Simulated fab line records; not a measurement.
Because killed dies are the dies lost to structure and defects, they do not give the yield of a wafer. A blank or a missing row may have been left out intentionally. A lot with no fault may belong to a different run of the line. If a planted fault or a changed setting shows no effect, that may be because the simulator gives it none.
fab line records	flow n5-finfet
[record] lots = 5	wafers = 15	last-day = 17
route steps=1938 shown MOL_CONTACT_COAG@620 BEOL_M0_SAQP@632 BEOL_M0@726 BEOL_M4@1111 PASSIVATION@1936
lots untouched by any fault: they come from a run of this same line in which no faults occurred
start-h: start of the lot's first displayed wafer, in hours after the record's first day	wait-h: how many hours have passed since the lot's step before this one	" the same as in the row above	L1.1+2: a single row standing in for several wafers	- no value, or no start given	* or withheld: withheld	< > ~ a bound
route shown NAME@n: NAME is a module with steps in the file, n the number in the route of the first one	usual: the fault-free wafers' mean and standard deviation	same: alike in all rows	chamber/n: place in a boat	sites: readings site by site	_std_site: their standard deviation	_edge_site: outer sites' mean less inner sites'	radius-mm: for every site, how far away it sits from the centre of the wafer	mask NAME#n: copy n	behind: the tool/chamber that last shaped the wafer	hold: why the lot was held/for how many hours/how that ended	device: the transistor (n, p or np) that didn't switch	end of line: the route-end tests of the same wafers	a step given without rows: its recipe and nothing more	killed: at the first sort, the dies lost to defects and structure; wafer yield is something else	map: per-die view of a wafer (x killed, . not killed, _ where there is no die)
set.NAME: the setting the step ran with; set.NAME@STEP: the setting that earlier step ran with	model.NAME: the simulator's own value behind a step, which no gauge read
lots seen at some steps along the route; tables by step, rows by wafer
services: when a tool's chamber went out of use (start-h, in hours from the record's first day, below 0 if earlier), for how many hours, and the reason
[[steps]]
[step N5_MOL_CONTACT_COAG_PRECLEAN_138]
[recipe] chemistry = alkaline-clean	temp-c = 60	time-s = 60	do-ppb = 50
[step N5_MOL_CONTACT_COAG_SRD_139]
[recipe] dry = ipa-marangoni	time-s = 30	temp-c = 23	rinse-liquid = diw
[step N5_MOL_CONTACT_COAG_PRE_CLEAN_121]
[recipe] gas = H2/He	time-s = *	temp-c = withheld
[step N5_MOL_CONTACT_COAG_CVD_140]
[recipe] material = W	target-thk-a = 665	mode = selective-fill	temp-c = 300	time-s = 215
[step N5_MOL_CONTACT_COAG_PRECLEAN_127]
[recipe] chemistry = DIW	time-s = 57.5	temp-c = 23
[step N5_MOL_CONTACT_COAG_SRD_128]
[recipe] dry-time-s = 32	dry = n2-spin	spin-rpm = 1500
[step N5_MOL_CONTACT_COAG_CMP_52]
[recipe] stop-on = SiO2	t-overpolish-s = 1.5	post-cmp-clean = w-dilute-nh4oh	down-force-psi = 4	platen-rpm = 50.289	pad-velocity-m-s = 1.0006	target-thk-nm = 66.5
[step N5_MOL_CONTACT_COAG_ANNEAL_112]
[recipe] temp-c = 400	time-s = 1800	ambient = HPD2	pressure-atm = 10
[step N5_BEOL_M0_SAQP_PECVD_00]
[recipe] material = SiCN	target-thk-a = 80	temp-c = withheld	precursor = 3MS/NH3	pressure-torr = 3	rf-w = 202	time-s = 14
[usual] chamber-pressure-Torr = 3.000/0.0066	rf-fwd-power-W = 198.2/0.96	showerhead-plenum-p-Torr = 3.663/0.01	throttle-valve-pct = 9.4/0.78
lot.wafer	tool	chamber	start-h	wait-h	chamber-pressure-Torr	rf-fwd-power-W	showerhead-plenum-p-Torr	throttle-valve-pct
L342.2	pecvd-03	1	114.05	0.2	2.999	198.8	3.665	9.5
L342.4	"	1	"	"	3.003	197.6	3.661	9.7
L342.5	"	2	"	"	2.994	197.2	3.672	8.1
L346.1	pecvd-01	0	128.84	0.2	3.000	200.0	3.679	10.9
L346.4	"	2	"	"	3.014	198.7	3.640	9.1
L346.5	"	0	"	"	2.997	199.9	3.671	10.6
L359.2	pecvd-03	1	208.97	0.2	-	-	-	-
L359.3	"	0	"	"	-	-	-	-
L359.5	"	0	"	"	-	-	-	-
L360.2	pecvd-03	0	220.28	0.2	-	-	-	-
L360.3	"	1	"	"	-	-	-	-
L360.6	"	0	"	"	-	-	-	-
L361.1	pecvd-01	2	226.90	0.2	-	-	-	-
L361.2	"	1	"	"	-	-	-	-
L361.6	"	0	"	"	-	-	-	-
[step N5_BEOL_M0_SAQP_ILD_DEP_01]
[recipe] material = SiOC	target-thk-a = 454.19	temp-c = 350	precursor = DEMS/O2	pressure-torr = 5	rf-w = 500	time-s = 8.7
[step N5_BEOL_M0_SAQP_HM_DEP_02]
[recipe] material = TiN	target-thk-a = 120	temp-c = 25	chamber-pressure-pa = 0.49996
[step N5_BEOL_M0_SAQP_PECVD_03]
[recipe] material = SiCN	target-thk-a = 120	temp-c = withheld	precursor = 3MS/NH3	pressure-torr = 3	rf-w = 202	time-s = 21.1
[step N5_BEOL_M0_SAQP_PECVD_96]
[recipe] material = a-Si	target-thk-a = 450	temp-c = 350	precursor = SiH4/He	pressure-torr = 3	rf-w = 100	time-s = 45.2
[step N5_BEOL_M0_SAQP_PECVD_97]
[recipe] material = SiNx	target-thk-a = 230	temp-c = 350	precursor = SiH4/NH3/N2	pressure-torr = 1.5	rf-w = 300	time-s = 19.9
[step N5_BEOL_M0_SAQP_PECVD_04]
[recipe] material = a-Si	target-thk-a = 600	temp-c = 350	precursor = SiH4/He	pressure-torr = 3	rf-w = 100	time-s = 60.2
[step N5_BEOL_M0_SAQP_HM_DEP_111]
[recipe] material = SiO2	target-thk-a = 120	temp-c = 400	precursor = SiH4/N2O	pressure-torr = 0.75	rf-w = 275	time-s = 7.2
[step N5_BEOL_M0_SAQP_COAT_81]
[recipe] resist = SOC	temp-c = 250	time-s = 60	spin-rpm = 1500	resist-thk-nm = 100
[step N5_BEOL_M0_SAQP_COAT_82]
[recipe] resist = SiARC	temp-c = 220	time-s = 60	spin-rpm = 1500	resist-thk-nm = 30
[step N5_BEOL_M0_SAQP_COAT_08]
[recipe] resist = CAR-ArF	spin-rpm = 1500	resist-thk-nm = 90
[step N5_BEOL_M0_SAQP_EBR_10]
[recipe] solvent = PGMEA	ebr-width-mm = 1.5
[step N5_BEOL_M0_SAQP_SOFTBAKE_09]
[recipe] temp-c = 110	time-s = 60	resist = CAR-ArF
[step N5_BEOL_M0_SAQP_EXPOSE_11]
[recipe] mask-id = M0_CORE	na = 1.35	source-shape = dipole	sigma-inner = 0.538	sigma-outer = 0.738	polarization = te	target-cd-nm = 42	dose-mj = 55
[step N5_BEOL_M0_SAQP_PEB_12]
[recipe] peb-temp-c = withheld	peb-time-s = 60	resist = CAR-ArF
[step N5_BEOL_M0_SAQP_DEVELOP_13]
[recipe] develop-time-s = 30	developer = TMAH	resist = CAR-ArF	dev-temp-c = 23	rinse-liquid = diw	dry = air-spin
[step N5_BEOL_M0_SAQP_DESCUM_19]
[recipe] chemistry = O2	time-s = 7.9	source-power-w = 50	bias-power-w = 20	pressure-mtorr = 20	rf-frequency-hz = 2.712e+07	temp-c = 40	resist = CAR-ArF	o2-flow-sccm = 225
[step N5_BEOL_M0_SAQP_ETCH_83]
[recipe] chemistry = CF4	target = SiARC	target-depth-a = 390	mask-material = CAR-ArF	time-s = 65	ion-energy-ev = 80	pressure-mtorr = 40	source-w = 545	bias-w = 36	Ar_flow_sccm = 100	cf4-flow-sccm = 100	ends = cleared
[step N5_BEOL_M0_SAQP_ETCH_84]
[recipe] chemistry = N2/H2	target = SOC	target-depth-a = 1000	overetch-a = 200	mask-material = SiARC	temp-c = 40	time-s = 150	ion-energy-ev = 200	pressure-mtorr = 30	source-w = 840	bias-w = 150	n2-flow-sccm = 200	h2-flow-sccm = 200
[step N5_BEOL_M0_SAQP_STRIP_80]
[recipe] chemistry = N2/H2	temp-c = 40	n2-flow-sccm = 200	h2-flow-sccm = 200	rf-frequency-hz = 6e+07
[step N5_BEOL_M0_SAQP_HM_OPEN_112]
[recipe] chemistry = CHF3/O2	target = SiO2	stop-on = a-Si	target-depth-a = 120	over-etch-frac = 1.25	mask-material = SOC	time-s = 13.5	pressure-mtorr = 30	source-w = 650	bias-w = 170	Ar_flow_sccm = 200	CHF3_flow_sccm = 50	O2_flow_sccm = 5	ion-energy-ev = 200	ends = end-point
[step N5_BEOL_M0_SAQP_STRIP_113]
[recipe] chemistry = CHF3/O2	resist = SiARC	rf-frequency-hz = 6e+07
[step N5_BEOL_M0_SAQP_MANDREL_ETCH_20]
[recipe] target-depth-a = 600	chemistry = HBr/Cl2	target = a-Si	stop-on = SiNx	bt-time-s = 10	mask-material = SOC	over-etch-frac = 0.5	time-s = 30	pressure-mtorr = 10	icp-w = 800	bias-w = 75	HBr_flow_sccm = 150	Cl2_flow_sccm = 80	ends = end-point
[step N5_BEOL_M0_SAQP_STRIP_86]
[recipe] chemistry = N2/H2	power-w = 500	temp-c = 40	pressure-mtorr = 50	rf-frequency-hz = 6e+07	overash-fraction = 0.3	bias-power-w = 28	h2-frac = 0.5	n2-flow-sccm = 300	h2-flow-sccm = 300
[step N5_BEOL_M0_SAQP_STRIP_115]
[recipe] chemistry = post-etch-residue-remover	time-s = 60	temp-c = 25	remover-ph = withheld	remover-water-wt-pct = withheld	remover-fluoride-wt-pct = withheld
[step N5_BEOL_M0_SAQP_SRD_93]
[recipe] dry = ipa-marangoni	time-s = 30	temp-c = 23	rinse-liquid = diw
[step N5_BEOL_M0_ETCH_109]
[recipe] chemistry = CH3F/O2	target-depth-a = 80	overetch-a = 24	target = SiCN	time-s = 27.4	ion-energy-ev = 120	pressure-mtorr = 30	source-w = 395	bias-w = 75	Ar_flow_sccm = 150	CH3F_flow_sccm = 30	O2_flow_sccm = 20
[usual] drypump-motor-current-A = 5.7/0.58	mfc-ar-sccm = 150.1/0.46	oes-product-au = 0.69/0.067	rf-vpp-V = 297.1/1.8	showerhead-plenum-p-Torr = 1.99/0.083	throttle-valve-pct = 16.30/0.22
lot.wafer	tool	chamber	start-h	wait-h	drypump-motor-current-A	mfc-ar-sccm	oes-product-au	rf-hours-counter-h	rf-vpp-V	showerhead-plenum-p-Torr	throttle-valve-pct	model.etch.depth-nm
L342.2	rie-diel-04	0	125.64	0.3	6.4	149.9	0.71	58	299.5	2.12	16.15	7.972
L342.4	"	2	"	"	5.7	150.4	0.62	220	296.9	1.99	16.25	8.347
L342.5	"	1	"	"	6.1	150.5	0.79	-	298.3	2.11	15.91	8.17
L346.1	rie-diel-05	0	139.31	0.0	5.2	149.9	0.67	123	296.4	1.93	16.13	8.204
L346.4	"	3	"	"	4.7	150.5	0.73	59	296.2	1.95	16.29	8.24
L346.5	"	1	"	"	5.8	149.7	0.73	-	296.1	1.94	16.41	8.175
L359.2	rie-diel-05	0	220.43	0.3	5.2	151.2	0.28	150	295.4	1.92	16.16	0
L359.3	"	1	"	"	5.8	149.6	0.30	97	295.8	1.93	16.44	0
L359.5	"	3	"	"	4.7	149.7	0.30	-	297.1	1.94	16.33	0
L360.2	rie-diel-05	2	228.77	0.1	6.0	149.1	0.29	119	296.9	2.00	16.52	0
L360.3	"	1	"	"	5.8	149.4	0.30	100	294.9	1.93	16.44	0
L360.6	"	3	"	"	4.7	150.5	0.29	-	297.7	1.94	16.35	0
L361.1	rie-diel-03	0	236.36	0.3	5.3	150.0	0.30	108	294.3	1.93	16.32	0
L361.2	"	1	"	"	6.3	150.4	0.25	243	297.5	2.04	16.74	0
L361.6	"	0	"	"	5.3	149.8	0.30	-	295.4	1.93	16.30	0
[step N5_BEOL_M0_RS_MEAS_126]
[recipe] thk-meas-gauge = four-point-probe	reads = Co_of_BEOL_M0_CO_CAP_123+Cu_of_BEOL_M0_ECD_118+Co_of_BEOL_M0_CVD_115+TaN_of_BEOL_M0_ALD_136
[usual] M0_RS = 0.534/0.017
lot.wafer	tool	chamber	start-h	wait-h	M0_RS[ohm/sq]
L342.2	film-metro-02	-	128.58	0.1	0.521
L342.4	"	-	"	"	0.542
L342.5	"	-	"	"	0.515
L346.1	film-metro-02	-	143.80	0.1	0.540
L346.4	"	-	"	"	0.515
L346.5	"	-	"	"	0.520
L359.2	film-metro-01	-	223.48	0.1	0.683
L359.3	"	-	"	"	0.700
L359.5	"	-	"	"	0.695
L360.2	film-metro-02	-	232.35	0.1	0.643
L360.3	"	-	"	"	0.659
L360.6	"	-	"	"	0.611
L361.1	film-metro-01	-	238.70	0.0	0.710
L361.2	"	-	"	"	0.694
L361.6	"	-	"	"	0.712
[step N5_BEOL_M4_RC_MEAS_101]
[usual] DIBL_N = 35.3/1.5	DIBL_P = 35.3/1.9	IOFF_N = 0.145/0.027	IOFF_P = 0.20/0.033	ION_N = 670/12	ION_P = 462/6.8	SS_N = 71.3/0.6	SS_P = 73.1/0.7	VT_N = 251/3.4	VT_P = -251/3.2
lot.wafer	tool	chamber	start-h	wait-h	DIBL_N[mV/V]	DIBL_P[mV/V]	IOFF_N[nA/um]	IOFF_P[nA/um]	ION_N[uA/um]	ION_P[uA/um]	SS_N[mV/dec]	SS_P[mV/dec]	VT_N[mV]	VT_P[mV]
L342.2	prober-02	0	182.86	0.2	36.5	37.2	0.178	0.23	683	470	72.0	73.3	246	-248
L342.4	"	0	"	"	36.0	36.1	0.167	0.21	687	468	70.9	72.7	246	-249
L342.5	"	0	"	"	33.9	32.9	0.127	0.16	666	459	70.8	72.3	250	-252
L346.1	prober-02	0	206.78	0.0	34.7	31.8	0.129	0.17	659	450	71.1	72.9	251	-253
L346.4	"	0	"	"	36.5	35.9	0.174	0.24	697	474	70.8	73.6	246	-247
L346.5	"	0	"	"	35.1	32.7	0.143	0.18	667	461	71.0	72.6	247	-251
L359.2	prober-01	0	291.39	0.2	36.8	36.0	0.150	0.20	668	461	72.2	72.9	251	-252
L359.3	"	0	"	"	38.1	39.3	0.186	0.25	688	467	71.1	73.5	246	-249
L359.5	"	0	"	"	36.7	37.0	0.159	0.23	671	467	71.5	73.6	251	-254
L360.2	prober-02	0	296.41	0.2	34.7	35.5	0.141	0.20	684	465	71.5	73.5	253	-250
L360.3	"	0	"	"	36.9	38.2	0.172	0.25	688	473	71.8	74.2	250	-248
L360.6	"	0	"	"	34.4	35.3	0.136	0.20	674	465	71.1	74.1	249	-253
L361.1	prober-01	0	302.18	0.0	34.1	35.4	0.140	0.17	679	460	71.2	72.2	250	-255
L361.2	"	0	"	"	33.9	34.3	0.126	0.16	658	452	70.9	72.6	254	-256
L361.6	"	0	"	"	32.7	33.8	0.119	0.15	669	455	69.8	72.1	253	-260
[step N5_PASSIVATION_PROBE_49]
[usual] defect-limited-yield = 91.2/1.5	killed_at_M0_to_M3 = 34/11	killed_at_M4_up = 14/5.4	killed-at-contacts = 12/5.9	killed-at-front-end = 40/12	killed-at-other = 4/3.3	killed-dies = 103/18	killed-on-rim = 14/4.1	killed-open = 68/13	killed-short = 34/7.5	sort_bin_5_function = 5.1/1	sort_bin_6_memory = 3.3/0.7	sort-n-pass = 1076/18	sort-yield-pct = 91.2/1.5
[same] gross-dies = 1180	killed-at-back-side = 0	sort_bin_4_leakage[%] = 0	sort_bin_8_speed[%] = 0
lot.wafer	tool	chamber	start-h	wait-h	defect-limited-yield[%]	killed_at_M0_to_M3	killed_at_M4_up	killed-at-contacts	killed-at-front-end	killed-at-other	killed-dies	killed-on-rim	killed-open	killed-short	sort_bin_5_function[%]	sort_bin_6_memory[%]	sort-n-pass	sort-yield-pct[%]
L342.2	prober-02	-	290.38	0.1	93.0	17	5	14	47	0	83	6	50	31	4.2	2.5	1097	93.0
L342.4	prober-02	-	290.48	0.2	91.5	40	9	21	30	0	100	14	64	36	4.8	3.1	1080	91.5
L342.5	prober-02	-	290.53	0.2	93.6	13	10	17	34	1	75	8	50	25	3.5	2.8	1105	93.6
L346.1	prober-01	-	313.38	0.0	94.0	33	11	5	21	1	71	6	45	25	3.4	2.6	1109	94.0
L346.4	prober-01	-	313.53	0.2	91.6	30	13	19	37	0	99	12	71	28	5.3	3.0	1081	91.6
L346.5	prober-01	-	313.58	0.2	91.0	46	10	7	39	4	106	13	67	39	5.8	2.8	1074	91.0
L359.2	prober-01	-	396.27	0.6	69.5	291	13	3	46	7	360	98	66	26	27.2	3.1	820	69.5
L359.3	prober-01	-	396.32	0.7	68.6	269	19	19	57	6	370	20	90	37	27.5	3.5	810	68.6
L359.5	prober-01	-	396.42	0.8	66.0	311	13	6	61	10	401	21	87	37	29.2	4.2	779	66.0
L360.2	prober-01	-	398.43	2.1	69.2	297	12	12	40	2	363	15	68	27	27.1	3.2	817	69.2
L360.3	prober-01	-	398.48	2.2	65.8	317	10	10	60	7	404	112	95	40	29.0	4.8	776	65.8
L360.6	prober-01	-	398.63	2.3	69.1	308	10	10	37	0	365	16	59	25	27.9	2.9	815	69.1
L361.1	prober-01	-	414.74	0.0	66.8	332	8	9	38	5	392	26	71	47	28.9	4.0	788	66.8
L361.2	prober-01	-	414.79	0.1	70.6	285	18	8	32	4	347	83	65	35	25.9	2.9	833	70.6
L361.6	prober-01	-	414.99	0.3	69.6	300	17	1	37	4	359	40	64	23	27.1	3.1	821	69.6
// killed by level:class
L342.2 FIN_SAQP:geometric-particle:short=14 MOL_CONTACT_COAG:geometric-particle:open=12 STI_FIN_REVEAL:geometric-particle:open=9 BEOL_M2:geometric-particle:open=7 GATE_CUT:geometric-particle:short=4 STI_FIN_REVEAL:geometric-particle:short=3 DUMMY_GATE:geometric-particle:open=3 BEOL_M0_SAQP:geometric-particle:open=3
L342.4 MOL_CONTACT_COAG:geometric-particle:open=17 BEOL_M1:geometric-particle:open=10 BEOL_M0_SAQP:geometric-particle:short=8 FIN_SAQP:geometric-particle:short=7 BEOL_M0_SAQP:geometric-particle:open=6 BEOL_M2:geometric-particle:open=6 STARTING-WAFER:geometric-particle:short=5 DUMMY_GATE:geometric-particle:open=4
L342.5 MOL_CONTACT_COAG:geometric-particle:open=15 STI_FIN_REVEAL:geometric-particle:open=9 FIN_SAQP:geometric-particle:short=8 FIN_SAQP:geometric-particle:open=4 GATE_CUT:geometric-particle:short=4 STARTING-WAFER:geometric-particle:short=4 BEOL_M0_SAQP:geometric-particle:short=3 BEOL_M3:geometric-particle:open=3
L346.1 BEOL_M0_SAQP:geometric-particle:short=9 BEOL_M2:geometric-particle:open=7 FIN_SAQP:geometric-particle:open=5 BEOL_M0_SAQP:geometric-particle:open=5 STARTING-WAFER:geometric-particle:short=5 MOL_CONTACT_COAG:geometric-particle:open=4 BEOL_M1:geometric-particle:open=4 FIN_SAQP:geometric-particle:short=3
L346.4 MOL_CONTACT_COAG:geometric-particle:open=16 STI_FIN_REVEAL:geometric-particle:open=10 BEOL_M0_SAQP:geometric-particle:short=10 BEOL_M4:geometric-particle:open=9 BEOL_M0_SAQP:geometric-particle:open=8 FIN_SAQP:geometric-particle:short=6 BEOL_M2:geometric-particle:open=6 FIN_SAQP:geometric-particle:open=5
L346.5 BEOL_M0_SAQP:geometric-particle:open=16 BEOL_M0_SAQP:geometric-particle:short=16 STI_FIN_REVEAL:geometric-particle:open=8 BEOL_M2:geometric-particle:open=7 FIN_SAQP:geometric-particle:open=6 GATE_CUT:geometric-particle:open=6 GATE_CUT:geometric-particle:short=6 MOL_CONTACT_COAG:geometric-particle:open=6
L359.2 BEOL_M0_SAQP:area-pecvd=265 FIN_SAQP:geometric-particle:open=12 BEOL_M3:geometric-particle:open=9 STI_FIN_REVEAL:geometric-particle:open=7 BEOL_M4:geometric-particle:open=7 FIN_SAQP:geometric-particle:short=5 GATE_CUT:geometric-particle:open=5 BEOL_M0_SAQP:geometric-particle:open=5
L359.3 BEOL_M0_SAQP:area-pecvd=243 FIN_SAQP:geometric-particle:open=20 FIN_SAQP:geometric-particle:short=19 MOL_CONTACT_COAG:geometric-particle:open=18 BEOL_M4:geometric-particle:open=13 BEOL_M2:geometric-particle:open=7 BEOL_M0_SAQP:geometric-particle:open=5 PAD_METAL:geometric-particle:open=4
L359.5 BEOL_M0_SAQP:area-pecvd=276 STI_FIN_REVEAL:geometric-particle:open=21 BEOL_M2:geometric-particle:open=15 FIN_SAQP:geometric-particle:open=13 BEOL_M4:geometric-particle:open=8 GATE_CUT:geometric-particle:short=6 DUMMY_GATE:geometric-particle:open=4 MOL_CONTACT_COAG:geometric-particle:open=4
L360.2 BEOL_M0_SAQP:area-pecvd=268 BEOL_M2:geometric-particle:open=11 MOL_CONTACT_COAG:geometric-particle:open=10 STI_FIN_REVEAL:geometric-particle:open=8 DUMMY_GATE:geometric-particle:open=8 FIN_SAQP:geometric-particle:open=5 BEOL_M7:geometric-particle:open=5 FIN_SAQP:geometric-particle:short=4
L360.3 BEOL_M0_SAQP:area-pecvd=269 FIN_SAQP:geometric-particle:short=17 FIN_SAQP:geometric-particle:open=13 BEOL_M0_SAQP:geometric-particle:open=13 BEOL_M2:geometric-particle:open=11 MOL_CONTACT_COAG:geometric-particle:open=10 BEOL_M1:geometric-particle:open=10 STI_FIN_REVEAL:geometric-particle:open=9
L360.6 BEOL_M0_SAQP:area-pecvd=281 BEOL_M1:geometric-particle:open=9 DUMMY_GATE:geometric-particle:open=9 MOL_CONTACT_COAG:geometric-particle:open=8 FIN_SAQP:geometric-particle:open=6 FIN_SAQP:geometric-particle:short=5 STI_FIN_REVEAL:geometric-particle:open=5 BEOL_M0_SAQP:geometric-particle:short=4
L361.1 BEOL_M0_SAQP:area-pecvd=273 BEOL_M0_SAQP:geometric-particle:open=13 BEOL_M1:geometric-particle:open=11 BEOL_M0_SAQP:geometric-particle:short=10 FIN_SAQP:geometric-particle:short=9 BEOL_M3:geometric-particle:open=9 FIN_SAQP:geometric-particle:open=8 MOL_CONTACT_COAG:geometric-particle:open=8
L361.2 BEOL_M0_SAQP:area-pecvd=247 BEOL_M1:geometric-particle:open=11 FIN_SAQP:geometric-particle:short=9 BEOL_M0_SAQP:geometric-particle:short=7 BEOL_M3:geometric-particle:open=7 BEOL_M4:geometric-particle:open=7 MOL_CONTACT_COAG:geometric-particle:open=6 FIN_SAQP:geometric-particle:open=5
L361.6 BEOL_M0_SAQP:area-pecvd=272 BEOL_M1:geometric-particle:open=13 DUMMY_GATE:geometric-particle:open=8 FIN_SAQP:geometric-particle:open=6 GATE_CUT:geometric-particle:short=6 BEOL_M4:geometric-particle:open=6 STARTING-WAFER:geometric-particle:open=6 BEOL_M7:geometric-particle:open=4
// map L359.5 (x killed, . not)
_________________.......x.x..________________
______________x.......x........._____________
___________.......x............xxx.__________
__________.....x...................._________
________.x.........x....x............._______
_______.x...xx..x...........x..........______
______x..x.....xxx.x.x.xx..x...........x_____
_____x.x...........x.xx.x.x.x............____
____....x..x..xx...xxx.xxx.xx......x......___
___.........xx.x.xx.x.x...xx.xx..x.x.......__
___.........xx..x.xx..xx..xx....xx.......x.__
__x..x..xx.x.xx.xx.xxxxxx..xxxxxx.xx.xx....x_
__.x....x.xxx.xxx.xxxxxx.xxxxxx...xx........_
_......x...xxxxx.xxxxxx.xxxx.xxx..xx......x..
_.....x.x.xxx.xx.xxxxxx..xxxxxx..xx........x.
_...x..xxxx.xxxxxxxxxxxxxxxxxxxxxxxx.....x...
_x....x.x..xxxxx...xxxxxx.xxxxx...xx.xx......
_.....x.x.xxx.xx.xx.x.x.x.xx..xx.x..xxx......
_...x....x.x.xxxx....xxxx..xxx.xx..xx...x....
_...x....x.xxx.xxxxx.xxxx.xxx..........x..x..
_.x....x.x.x.x.xx.x.xx.xxxxx.x.xxxx.....x....
__.x......xxxxxxx.xxxxxx.xxxx..xx....x.x...._
__......x..xxx..xx.xx.xxxxxx...x.....x......_
___....x....xxx.xxxx...x.x.x.x..x...x...x..__
___.........x...xxx.xx.xx..x...x..x.....x..__
____...xx.........x....xxxx..............x___
_____.x..x...x......x...xx...x..x........____
______......x..xxx...xxx................_____
_______............x.....x..x..x.x.....______
________.x..x.......x........x........_______
__________..x....x.................._________
___________..................x.....__________
______________..............x..._____________
_________________......x....x________________
// map L360.3 (x killed, . not)
_________________xxxxxxxx.xx.________________
______________xxxx..xxx.x..xxxxx_____________
___________xxxx...xx..xxxxx..xxxxxx__________
__________xx..x.xx...x..x...x.xx.xxx_________
________xxx.xxx.x.........x..x.xxxxxxx_______
_______xxxxx..x......x..x...xxx.xxxxxxx______
______xx..xxxxxx..xx..x.xx...x.xxxxxxxxx_____
_____.x.....xxxxx.x...xx..x.xx....xxxxxxx____
____x......x.....x..x.........xx...xxxxxxx___
___.x.xx..xxx.x........x.xx..........xxx.xx__
___x...........x....x.........x....xx..xxxx__
__xx........xxx...................x...xx.xxx_
__.x..x..xx....x.x.x..................x.xxxx_
_..x...x.................x..x......x..x.xxxx.
_x..xx...x.x...x........x..x..x..xx.x.x.xxxxx
_.....x.........x....x.....x.......xx.x...xxx
_.x....................x..x...x.x...xx...xxxx
_xx........x...........................x..xxx
_x.............x...x............x...xxxx.x.xx
_.x.xx....xx.........x....x..x..x......x.xxxx
_.x......................x....x....x..x..x.xx
__xxxx.x...x.x....................x....xx.xx_
__..x.............x............x...x.....xxx_
___.............xx.........xx.x...x....xxxx__
___.xxx..x...x........x..........x..x.x.xxx__
____.x.x.........................xx...xx.x___
_____x.xx...xx............x....x..xx.xxxx____
______.x..xx.............x...xx..xx....x_____
_______..xx........x.....x.......xx....______
________..x.x.........x.xx...x....xxxx_______
__________..x.x.x.x.......xxxx.x.xxx_________
___________xx......xx.x.....xx...xx__________
______________x.xx....xxx.x.x.x._____________
_________________xxxxxxx.x..x________________
[[services]]
tool	chamber	start-h	hours	kind
rie-diel-05	-	93.41	0.3	repair
pecvd-03	-	94.80	1.2	repair
rie-diel-05	3	105.12	2.2	repair
rie-diel-03	2	109.39	-	clean
rie-diel-03	2	109.39	-	consumable-replace:focus-ring
rie-diel-03	2	109.39	17.5	scheduled-down
rie-diel-03	2	109.39	17.5	vent-cycle
pecvd-01	0	115.15	5.0	scheduled-down
rie-diel-04	3	144.22	-	clean
rie-diel-04	3	144.22	-	consumable-replace:focus-ring
rie-diel-04	3	144.22	-	consumable-replace:showerhead
rie-diel-04	3	144.22	22.3	scheduled-down
rie-diel-04	3	144.22	22.3	vent-cycle
rie-diel-05	0	167.54	4.6	repair
rie-diel-03	2	185.10	3.2	repair
rie-diel-05	-	196.32	1.0	repair
pecvd-03	0	197.26	5.5	scheduled-down
rie-diel-04	-	199.04	0.5	repair
rie-diel-04	2	202.38	-	clean
rie-diel-04	2	202.38	-	consumable-replace:focus-ring
rie-diel-04	2	202.38	27.5	scheduled-down
rie-diel-04	2	202.38	27.5	vent-cycle
pecvd-03	1	225.62	2.1	scheduled-down
pecvd-01	1	235.83	46.6	repair
[[key]]
[first-sign] step = N5_BEOL_M0_SAQP_PECVD_00	reading = tool-record	direction = missing
[effect] step = N5_BEOL_M0_ETCH_109	reading = oes-product-au	direction = down	sigmas = 5.9	usual = 0.69	struck = 0.29
[effect] step = N5_BEOL_M0_RS_MEAS_126	reading = M0_RS	direction = up	sigmas = 8.7	usual = 0.534	struck = 0.679
[effect] step = N5_PASSIVATION_PROBE_49	reading = killed_at_M0_to_M3	direction = up	sigmas = 24	usual = 34	struck = 301
[model-effect] step = N5_BEOL_M0_ETCH_109	value = etch.depth-nm	without = 8.007	struck = 0
[more-kills-born-at] N5_BEOL_M0_SAQP_PECVD_00@pecvd-03 = 1602	N5_BEOL_M0_SAQP_PECVD_00@pecvd-01 = 792
met-at N5_BEOL_M0_SAQP_PECVD_00
struck-wafers L359.2,L359.3,L359.5,L360.2,L360.3,L360.6,L361.1,L361.2,L361.6
onset-between 128.84 208.97
[fault] kind = skipped-step-whole	tool = pecvd-01,pecvd-03	chamber = -	onset-h = 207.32	steps = N5_BEOL_M0_SAQP_PECVD_00	scope = struck-lots-only
